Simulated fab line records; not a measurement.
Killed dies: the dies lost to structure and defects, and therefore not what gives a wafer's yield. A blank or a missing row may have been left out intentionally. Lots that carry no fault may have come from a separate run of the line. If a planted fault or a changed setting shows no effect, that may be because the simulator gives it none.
A struck lot beside a sound one -- flow nand_harc -- 43 out of 1302 route steps
Sound: these wafers, L509.2, L509.3, L509.5. Struck: wafers L512.2, L512.3, L512.4. Last of all comes the cause.
Order at every step that has rows: each side's tool, ch and its chambers, its first start. Under that, the readings that differ: sound wafers -- struck wafers -- difference of the means -- sigmas: that difference in standard deviations of wafers without a fault.
alike: words and numbers the same on both sides, and readings whose means are apart by under 2 such deviations; not compared: readings that were withheld, readings missing a value for some wafer, numbers with overlapping values and no deviation given by the record, and bounds like >300 which may hide the same value.
A row with sigmas, a row that says differs or no value, or rows on one side alone: a step with any of these is where the two part. When numbers do not overlap yet have no deviation, they are printed without sigmas and do not part them. A reading missing from all wafers of one side parts the sides only when that side holds two or more wafers.

first, 4 steps without rows for these wafers: NHARC_A_CONTACT_ETCH_131 (etches the open film in C4F8/O2/Ar, time 197 s, target depth 1918 nm); NHARC_A_CONTACT_ETCH_132 (etches the open film in C4F8/O2/Ar, time 197 s, target depth 1924 nm); NHARC_A_CONTACT_ETCH_133 (etches the open film in C4F8/O2/Ar, time 374 s, target depth 1610 nm); NHARC_A_CONTACT_ETCH_91 (etches the open film in CH3F/O2, target depth 40 nm, time 85.7 s).
NHARC_A_CONTACT_ETCH_97: etches the open film in C4F6/O2, target depth 20 nm, time 10 s.
  sound: rie_diel-02 ch 0,2; struck: rie_diel-02 ch 1,2,3
  alike: drypump_motor_current_A, mfc_ar_sccm, o2_flow_sccm, oes_product_au, rf_vpp_V, showerhead_plenum_p_Torr, throttle_valve_pct
  not compared: rf_hours_counter_h
NHARC_A_CONTACT_CD_MEAS_80:
  struck on cd_sem-03, day 25 19:31; sound on cd_sem-01, day 24 15:04
  alike: cd_nm
then, 6 steps without rows for these wafers: NHARC_A_CONTACT_STRIP_103 (strips in N2/H2); NHARC_A_CONTACT_STRIP_104 (strips in CF4/CHF3); NHARC_A_CONTACT_STRIP_105 (strips in O2/COS); NHARC_A_CONTACT_ETCH_106 (etches the open film in CF4/O2, target depth 90 nm, overetch 9 nm, time 49.5 s); NHARC_A_CONTACT_STRIP_82 (strips in O2); NHARC_A_CONTACT_STRIP_83 (strips in post etch residue remover, time 600 s).
NHARC_A_CONTACT_DEP_84: deposits aC, target thk 2800 nm.
  sound on acl_dep-03 ch 0, day 24 16:19; struck on acl_dep-02 ch 0, day 26 00:26
  alike: throttle_valve_pct
then, 11 steps without rows for these wafers: NHARC_A_CONTACT_DEP_85 (deposits SiON, target thk 60 nm); NHARC_A_CONTACT_DEHYDRATE_00 (time 120 s); NHARC_A_CONTACT_HMDS_01 (time 30 s); NHARC_A_CONTACT_COAT_86 (time 75 s); NHARC_A_CONTACT_COAT_87 (time 65 s); NHARC_A_CONTACT_COAT_02 (resist thk 90 nm); NHARC_A_CONTACT_SOFTBAKE_03 (time 55 s); NHARC_A_CONTACT_EBR_04; NHARC_A_CONTACT_EXPOSE_05 (exposes mask A CC); NHARC_A_CONTACT_PEB_06 (peb time 65 s); NHARC_A_CONTACT_DEVELOP_07 (develop time 35 s).
NHARC_A_CONTACT_CD_MEAS_08 targets a cd of 200 nm.
  sound on cd_sem-03 ch 0, day 24 18:22; struck on cd_sem-01 ch 0, day 26 02:36
  alike: cd_nm
NHARC_A_CONTACT_OVL_MEAS_09:
  struck on overlay-02, day 26 02:41; sound on overlay-02, day 24 18:27
  alike: overlay_x_nm, overlay_y_nm
NHARC_A_CONTACT_INSPECT_10:
  struck on defect_inspect-01, day 26 02:44; sound on defect_inspect-01, day 24 18:29
  alike: raw_defect_count
NHARC_A_CONTACT_DESCUM_13: chemistry O2, time 3 s.
  sound on rie_diel-02 ch 0,2,3, day 24 18:34; struck on rie_diel-13 ch 0,1,2, day 26 02:47
  alike: drypump_motor_current_A, mfc_ar_sccm, o2_flow_sccm, oes_product_au, rf_vpp_V, showerhead_plenum_p_Torr, throttle_valve_pct
  not compared: rf_hours_counter_h
then, 1 step without rows for these wafers: NHARC_A_CONTACT_ETCH_88 (etches the open film in CF4, target depth 39 nm, time 65 s).
NHARC_A_CONTACT_ETCH_89: etches the open film in N2/H2, target depth 260 nm, time 475.3 s.
  sound on rie_diel-13 ch 0,1, day 24 18:44; struck on rie_diel-13 ch 0,1,3
reading,sound,struck,difference,sigmas
h2_flow_sccm (sccm),149.0 149.3 149.6,151.0 149.8 150.5,+1.1,+2
  alike: drypump_motor_current_A, mfc_ar_sccm, oes_product_au, rf_vpp_V, showerhead_plenum_p_Torr, throttle_valve_pct
  not compared: rf_hours_counter_h
then, 2 steps without rows for these wafers: NHARC_A_CONTACT_ETCH_30 (etches the open film in CF4/CHF3, target depth 72.6 nm, time 36.3 s); NHARC_A_CONTACT_ETCH_31 (etches the open film in O2/COS, target depth 2800 nm, time 728 s).
NHARC_A_CONTACT_ETCH_134: etches the open film in C4F8/O2/Ar, time 140 s, target depth 700 nm.
  sound on har_cap_etch-01 ch 0, day 24 19:45; struck on har_cap_etch-02 ch 0,1, day 26 04:28
  not compared: rf_hours_counter_h
then, 1 step without rows for these wafers: NHARC_A_CONTACT_ETCH_135 (etches the open film in C4F8/O2/Ar, time 311 s, target depth 1912 nm).
NHARC_A_CONTACT_ETCH_136: etches the open film in C4F8/O2/Ar, time 311 s, target depth 1912 nm.
  sound on har_cap_etch-01 ch 0, day 24 20:14; struck on har_cap_etch-02 ch 0,1, day 26 04:56
  not compared: rf_hours_counter_h
then, 5 steps without rows for these wafers: NHARC_A_CONTACT_ETCH_137 (etches the open film in C4F8/O2/Ar, time 311 s, target depth 1912 nm); NHARC_A_CONTACT_ETCH_138 (etches the open film in C4F8/O2/Ar, time 311 s, target depth 1914 nm); NHARC_A_CONTACT_ETCH_139 (etches the open film in C4F8/O2/Ar, time 195 s, target depth 840 nm); NHARC_A_CONTACT_ETCH_92 (etches the open film in CH3F/O2, target depth 40 nm, time 85.7 s); NHARC_A_CONTACT_ETCH_98 (etches the open film in C4F6/O2, target depth 20 nm, time 10 s).
NHARC_A_CONTACT_CD_MEAS_15:
  struck on cd_sem-02, day 26 06:29; sound on cd_sem-02, day 24 21:47
  alike: cd_nm
then, 1 step without rows for these wafers: NHARC_A_CONTACT_STRIP_107 (strips in N2/H2).
NHARC_END_SORT_01:
  here the record holds rows for the struck wafers (prober-02 ch 0, day 28 05:27) but none for the sound ones

== WHERE THEY PART ==
Earliest at NHARC_A_CONTACT_ETCH_89; latest, in this record, at NHARC_END_SORT_01.

WHY: what had been put in by the simulator
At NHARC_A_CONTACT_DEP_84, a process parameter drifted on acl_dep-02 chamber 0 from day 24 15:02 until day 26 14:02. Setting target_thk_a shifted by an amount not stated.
